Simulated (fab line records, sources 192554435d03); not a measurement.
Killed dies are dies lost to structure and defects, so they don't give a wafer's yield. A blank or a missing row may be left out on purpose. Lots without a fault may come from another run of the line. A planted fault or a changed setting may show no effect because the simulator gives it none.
Split-lot experiment | flow n5_finfet | 7 lots, 21 wafers read, on a route of 1938 steps

THE SPLIT
At N5_BEOL_M13_COAT_58 (time 60 s, resist thk 89 nm), the setting spin_rpm was moved away from the recipe's 1500 rpm on 7 of the 21 wafers read, by -6.3% to +8.9%. The other wafers ran this setting at the recipe's value.

FROM THE SPLIT TO THE READING: what the file shows between them, 4 steps
- N5_BEOL_M13_COAT_04: resist thk 400 nm (also split here: spin_rpm)
- N5_BEOL_M13_EBR_06
- N5_BEOL_M13_SOFTBAKE_05: time 60 s
- N5_BEOL_M13_DESCUM_15: chemistry O2, time 7.9 s

THE READING
etch.depth_nm (the simulator's own value, which no gauge read), in nm, at N5_BEOL_M13_ETCH_59 (etches BARC in N2/H2, target depth 89 nm, overetch 26.7 nm, time 67.9 s). The file gives no usual value for it. The 14 wafers here that ran the recipe average 88.86 nm, standard deviation 0.26 nm.

wafer  | tool, chamber at the split | spin_rpm as run, rpm | against the recipe | etch.depth_nm, nm | against lot-mates on the recipe
L075.4 | litho_track-02, 0          | 1500                 | recipe             | 89.23             | -
L075.5 | litho_track-02, 0          | 1500                 | recipe             | 89.39             | -
L075.6 | litho_track-02, 0          | 1616                 | +7.7%              | 86.02             | -3.29
L077.1 | litho_track-03, 0          | 1500                 | recipe             | 88.55             | -
L077.2 | litho_track-03, 0          | 1500                 | recipe             | 88.57             | -
L077.5 | litho_track-03, 0          | 1500                 | recipe             | 88.54             | -
L076.1 | litho_track-03, 0          | 1500                 | recipe             | 88.89             | -
L076.3 | litho_track-03, 0          | 1500                 | recipe             | 88.76             | -
L076.6 | litho_track-03, 0          | 1500                 | recipe             | 89.07             | -
L078.1 | litho_track-02, 0          | 1500                 | recipe             | 88.65             | -
L078.5 | litho_track-02, 0          | 1500                 | recipe             | 88.65             | -
L078.4 | litho_track-02, 0          | 1607                 | +7.1%              | 85.73             | -2.92
L092.3 | litho_track-04, 0          | 1592                 | +6.1%              | 86.47             | -2.64
L092.4 | litho_track-04, 0          | 1592                 | +6.1%              | 86.43             | -2.68
L092.5 | litho_track-04, 0          | 1500                 | recipe             | 89.11             | -
L095.3 | litho_track-02, 0          | 1500                 | recipe             | 88.98             | -
L095.4 | litho_track-02, 0          | 1500                 | recipe             | 88.95             | -
L095.5 | litho_track-02, 0          | 1405                 | -6.3%              | 92                | +3.03
L096.1 | litho_track-04, 0          | 1634                 | +8.9%              | 85.09             | -3.60
L096.2 | litho_track-04, 0          | 1500                 | recipe             | 88.69             | -
L096.4 | litho_track-04, 0          | 1634                 | +8.9%              | 85.28             | -3.41

THE FIT
A straight line over all 21 wafers: etch.depth_nm changes by -0.419 nm for each +1% of spin_rpm; r = -0.99; the points scatter about the line by 0.27 nm.
The same after taking each lot's own level away (the mean of its wafers on the recipe; 21 wafers): -0.42 nm for each +1%; r = -1.00; scatter 0.13 nm.
On that fit, the largest move of spin_rpm shifts the reading by 3.8 nm.
The lots' own levels span 88.553 to 89.310 nm, that is 2.9 times the standard deviation above.
So the lot-to-lot level changes the slope little: the two slopes agree.
Check: with one of the wafers moved furthest among these (+8.9%) left out of the fit, the line predicts -3.75 nm for it against its lot-mates. It came out at -3.6 nm against them.

OTHER SPLITS ON THESE WAFERS
These wafers also went through other splits before the reading. Each is held against what the fit with the lots' levels taken away leaves over:
other split on the same wafers | wafers away from the commonest value | r with etch.depth_nm (lot level and that fit taken away)
N5_BEOL_M11_ETCH_62 time_s     | 5                                    | -0.45
N5_BEOL_M13_COAT_04 spin_rpm   | 10                                   | -0.02

THE WHOLE CHAIN: every reading that the file lists as answering this split, in the file's order
step                 | what it does                                                            | reading                                                                          | change (the file's fit)               | r (the file's)
N5_BEOL_M13_COAT_58  | time 60 s, resist thk 89 nm                                             | BARC_of_BEOL_M13_COAT_58.thk_nm (the simulator's own value, which no gauge read) | -0.421 nm for each +1% of the setting | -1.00
N5_BEOL_M13_ETCH_59  | etches BARC in N2/H2, target depth 89 nm, overetch 26.7 nm, time 67.9 s | etch.depth_nm (the simulator's own value, which no gauge read)                   | -0.421 nm for each +1% of the setting | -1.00
N5_BEOL_M13_STRIP_64 | strips in N2/H2                                                         | strip_time_to_endpoint_s                                                         | withheld for each +1% of the setting  | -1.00

THE FILE'S OWN FIT
etch.depth_nm changes by -0.421 nm for each +1% of spin_rpm, r = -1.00.
